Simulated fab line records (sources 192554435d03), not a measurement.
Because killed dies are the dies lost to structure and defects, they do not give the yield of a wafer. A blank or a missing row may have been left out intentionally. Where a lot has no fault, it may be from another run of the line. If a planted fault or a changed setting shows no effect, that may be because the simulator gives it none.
Split-lot experiment || flow n5 finfet || 39 wafers read from 7 lots, route of 1938 steps

## ABOUT THE SPLIT
At N5_BEOL_M9_ILD_DEP_00 (deposits SiCOH lowk from DEMS/porogen, target thk 308.51 nm, time 58 s), the setting time s was moved away from the recipe's 58 s on 12 of the 39 wafers read, by -56.7% to -29.6%. This setting was run at the recipe's value on the other wafers.

## THE PATH FROM SPLIT TO READING: the file shows 1 step between them
- N5_BEOL_M9_CURE_71: cures SiCOH lowk, time 240 s

## THE READING
M9_ILD_THK, in nm, at N5_BEOL_M9_THK_MEAS_01. A value of 266 nm with a standard deviation of 3.3 nm is what fault-free wafers of this fab line usually give.

{"wafer": "L074.1", "tool, chamber at the split": "pecvd-02, 0", "time s as run, s": 58, "against the recipe": "recipe", "M9_ILD_THK, nm": 266, "against lot-mates on the recipe": "-"}
{"wafer": "L074.2", "tool, chamber at the split": "pecvd-02, 2", "time s as run, s": 25.13, "against the recipe": "-56.7%", "M9_ILD_THK, nm": 118, "against lot-mates on the recipe": -149}
{"wafer": "L074.3", "tool, chamber at the split": "pecvd-02, 2", "time s as run, s": 25.13, "against the recipe": "-56.7%", "M9_ILD_THK, nm": 119, "against lot-mates on the recipe": -148}
{"wafer": "L074.4", "tool, chamber at the split": "pecvd-02, 0", "time s as run, s": 25.13, "against the recipe": "-56.7%", "M9_ILD_THK, nm": 116, "against lot-mates on the recipe": -151}
{"wafer": "L074.5", "tool, chamber at the split": "pecvd-02, 2", "time s as run, s": 58, "against the recipe": "recipe", "M9_ILD_THK, nm": 267, "against lot-mates on the recipe": "-"}
{"wafer": "L074.6", "tool, chamber at the split": "pecvd-02, 0", "time s as run, s": 58, "against the recipe": "recipe", "M9_ILD_THK, nm": 268, "against lot-mates on the recipe": "-"}
{"wafer": "L087.1", "tool, chamber at the split": "pecvd-01, 2", "time s as run, s": 58, "against the recipe": "recipe", "M9_ILD_THK, nm": 267, "against lot-mates on the recipe": "-"}
{"wafer": "L087.2", "tool, chamber at the split": "pecvd-01, 0", "time s as run, s": 58, "against the recipe": "recipe", "M9_ILD_THK, nm": 265, "against lot-mates on the recipe": "-"}
{"wafer": "L087.3", "tool, chamber at the split": "pecvd-01, 1", "time s as run, s": 58, "against the recipe": "recipe", "M9_ILD_THK, nm": 259, "against lot-mates on the recipe": "-"}
{"wafer": "L087.4", "tool, chamber at the split": "pecvd-01, 0", "time s as run, s": 58, "against the recipe": "recipe", "M9_ILD_THK, nm": 268, "against lot-mates on the recipe": "-"}
{"wafer": "L087.5", "tool, chamber at the split": "pecvd-01, 2", "time s as run, s": 58, "against the recipe": "recipe", "M9_ILD_THK, nm": 270, "against lot-mates on the recipe": "-"}
{"wafer": "L087.6", "tool, chamber at the split": "pecvd-01, 1", "time s as run, s": 58, "against the recipe": "recipe", "M9_ILD_THK, nm": 264, "against lot-mates on the recipe": "-"}
{"wafer": "L088.1", "tool, chamber at the split": "pecvd-01, 1", "time s as run, s": 58, "against the recipe": "recipe", "M9_ILD_THK, nm": 265, "against lot-mates on the recipe": "-"}
{"wafer": "L088.5", "tool, chamber at the split": "pecvd-01, 2", "time s as run, s": 58, "against the recipe": "recipe", "M9_ILD_THK, nm": 272, "against lot-mates on the recipe": "-"}
{"wafer": "L088.6", "tool, chamber at the split": "pecvd-01, 0", "time s as run, s": 58, "against the recipe": "recipe", "M9_ILD_THK, nm": 267, "against lot-mates on the recipe": "-"}
{"wafer": "L089.1", "tool, chamber at the split": "pecvd-03, 2", "time s as run, s": 58, "against the recipe": "recipe", "M9_ILD_THK, nm": 271, "against lot-mates on the recipe": "-"}
{"wafer": "L089.2", "tool, chamber at the split": "pecvd-03, 0", "time s as run, s": 35.37, "against the recipe": "-39.0%", "M9_ILD_THK, nm": 165, "against lot-mates on the recipe": -105}
{"wafer": "L089.3", "tool, chamber at the split": "pecvd-03, 1", "time s as run, s": 35.37, "against the recipe": "-39.0%", "M9_ILD_THK, nm": 166, "against lot-mates on the recipe": -104}
{"wafer": "L089.4", "tool, chamber at the split": "pecvd-03, 2", "time s as run, s": 58, "against the recipe": "recipe", "M9_ILD_THK, nm": 272, "against lot-mates on the recipe": "-"}
{"wafer": "L089.5", "tool, chamber at the split": "pecvd-03, 0", "time s as run, s": 35.37, "against the recipe": "-39.0%", "M9_ILD_THK, nm": 170, "against lot-mates on the recipe": -100}
{"wafer": "L089.6", "tool, chamber at the split": "pecvd-03, 1", "time s as run, s": 58, "against the recipe": "recipe", "M9_ILD_THK, nm": 267, "against lot-mates on the recipe": "-"}
{"wafer": "L090.1", "tool, chamber at the split": "pecvd-02, 2", "time s as run, s": 39.88, "against the recipe": "-31.2%", "M9_ILD_THK, nm": 180, "against lot-mates on the recipe": -86}
{"wafer": "L090.2", "tool, chamber at the split": "pecvd-02, 1", "time s as run, s": 58, "against the recipe": "recipe", "M9_ILD_THK, nm": 265, "against lot-mates on the recipe": "-"}
{"wafer": "L090.3", "tool, chamber at the split": "pecvd-02, 0", "time s as run, s": 58, "against the recipe": "recipe", "M9_ILD_THK, nm": 266, "against lot-mates on the recipe": "-"}
{"wafer": "L090.4", "tool, chamber at the split": "pecvd-02, 1", "time s as run, s": 39.88, "against the recipe": "-31.2%", "M9_ILD_THK, nm": 185, "against lot-mates on the recipe": -81}
{"wafer": "L090.5", "tool, chamber at the split": "pecvd-02, 2", "time s as run, s": 58, "against the recipe": "recipe", "M9_ILD_THK, nm": 267, "against lot-mates on the recipe": "-"}
{"wafer": "L090.6", "tool, chamber at the split": "pecvd-02, 0", "time s as run, s": 39.88, "against the recipe": "-31.2%", "M9_ILD_THK, nm": 185, "against lot-mates on the recipe": -81}
{"wafer": "L095.1", "tool, chamber at the split": "pecvd-03, 0", "time s as run, s": 58, "against the recipe": "recipe", "M9_ILD_THK, nm": 268, "against lot-mates on the recipe": "-"}
{"wafer": "L095.2", "tool, chamber at the split": "pecvd-03, 2", "time s as run, s": 40.82, "against the recipe": "-29.6%", "M9_ILD_THK, nm": 187, "against lot-mates on the recipe": -83}
{"wafer": "L095.3", "tool, chamber at the split": "pecvd-03, 1", "time s as run, s": 58, "against the recipe": "recipe", "M9_ILD_THK, nm": 268, "against lot-mates on the recipe": "-"}
{"wafer": "L095.4", "tool, chamber at the split": "pecvd-03, 1", "time s as run, s": 40.82, "against the recipe": "-29.6%", "M9_ILD_THK, nm": 191, "against lot-mates on the recipe": -79}
{"wafer": "L095.5", "tool, chamber at the split": "pecvd-03, 0", "time s as run, s": 58, "against the recipe": "recipe", "M9_ILD_THK, nm": 273, "against lot-mates on the recipe": "-"}
{"wafer": "L095.6", "tool, chamber at the split": "pecvd-03, 2", "time s as run, s": 40.82, "against the recipe": "-29.6%", "M9_ILD_THK, nm": 187, "against lot-mates on the recipe": -83}
{"wafer": "L097.1", "tool, chamber at the split": "pecvd-01, 1", "time s as run, s": 58, "against the recipe": "recipe", "M9_ILD_THK, nm": 260, "against lot-mates on the recipe": "-"}
{"wafer": "L097.2", "tool, chamber at the split": "pecvd-01, 2", "time s as run, s": 58, "against the recipe": "recipe", "M9_ILD_THK, nm": 267, "against lot-mates on the recipe": "-"}
{"wafer": "L097.3", "tool, chamber at the split": "pecvd-01, 1", "time s as run, s": 58, "against the recipe": "recipe", "M9_ILD_THK, nm": 269, "against lot-mates on the recipe": "-"}
{"wafer": "L097.4", "tool, chamber at the split": "pecvd-01, 2", "time s as run, s": 58, "against the recipe": "recipe", "M9_ILD_THK, nm": 270, "against lot-mates on the recipe": "-"}
{"wafer": "L097.5", "tool, chamber at the split": "pecvd-01, 1", "time s as run, s": 58, "against the recipe": "recipe", "M9_ILD_THK, nm": 266, "against lot-mates on the recipe": "-"}
{"wafer": "L097.6", "tool, chamber at the split": "pecvd-01, 2", "time s as run, s": 58, "against the recipe": "recipe", "M9_ILD_THK, nm": 268, "against lot-mates on the recipe": "-"}

THE FIT
A straight line over all 39 wafers: M9_ILD_THK changes by +2.63 nm for each +1% of time s; r = +1.00; the points scatter about the line by 3 nm.
The same after taking each lot's own level away (the mean of its wafers on the recipe; 39 wafers): +2.65 nm for each +1%; r = +1.00; scatter 2.7 nm.
That fit puts the effect of the largest move of time s on the reading at 1.5e+02 nm.
The lots' own levels span 265.5 to 270.0 nm, that is 1.4 times the standard deviation above.
The two slopes agree, so the slope changes little with the lot-to-lot level.
Check: with one of the wafers moved furthest among these (-56.7%) left out of the fit, the line predicts -151 nm for it against its lot-mates. It came out at -149 nm against them.

## ADDITIONAL SPLITS CARRIED BY THESE WAFERS
Before the reading, these wafers also passed through other splits. Each is held against what the fit with the lots' levels taken away leaves over:
{"other split on the same wafers": "N5_BEOL_M7_TRENCH_ETCH_37 time s", "wafers away from the commonest value": 9, "r with M9_ILD_THK (lot level and that fit taken away)": "+0.06"}

## THE WHOLE CHAIN: every reading that the file lists as answering this split, in the file's order
{"step": "N5_BEOL_M9_ILD_DEP_00", "what it does": "deposits SiCOH lowk from DEMS/porogen, target thk 308.51 nm, time 58 s", "reading": "SiCOH_lowk_of_BEOL_M9_ILD_DEP_00.thk nm (the simulator's own value, which no gauge read)", "change (the file's fit)": "+3.02 nm for each +1% of the setting", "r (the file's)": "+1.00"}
{"step": "N5_BEOL_M9_CURE_71", "what it does": "cures SiCOH lowk, time 240 s", "reading": "SiCOH_lowk_of_BEOL_M9_ILD_DEP_00.thk nm (the simulator's own value, which no gauge read)", "change (the file's fit)": "+2.65 nm for each +1% of the setting", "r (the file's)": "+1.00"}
{"step": "N5_BEOL_M9_THK_MEAS_01", "what it does": "", "reading": "M9_ILD_THK", "change (the file's fit)": "+2.65 for each +1% of the setting", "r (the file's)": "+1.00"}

## FILE'S OWN FIT
M9_ILD_THK changes by +2.65 nm for each +1% of time s, r = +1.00.
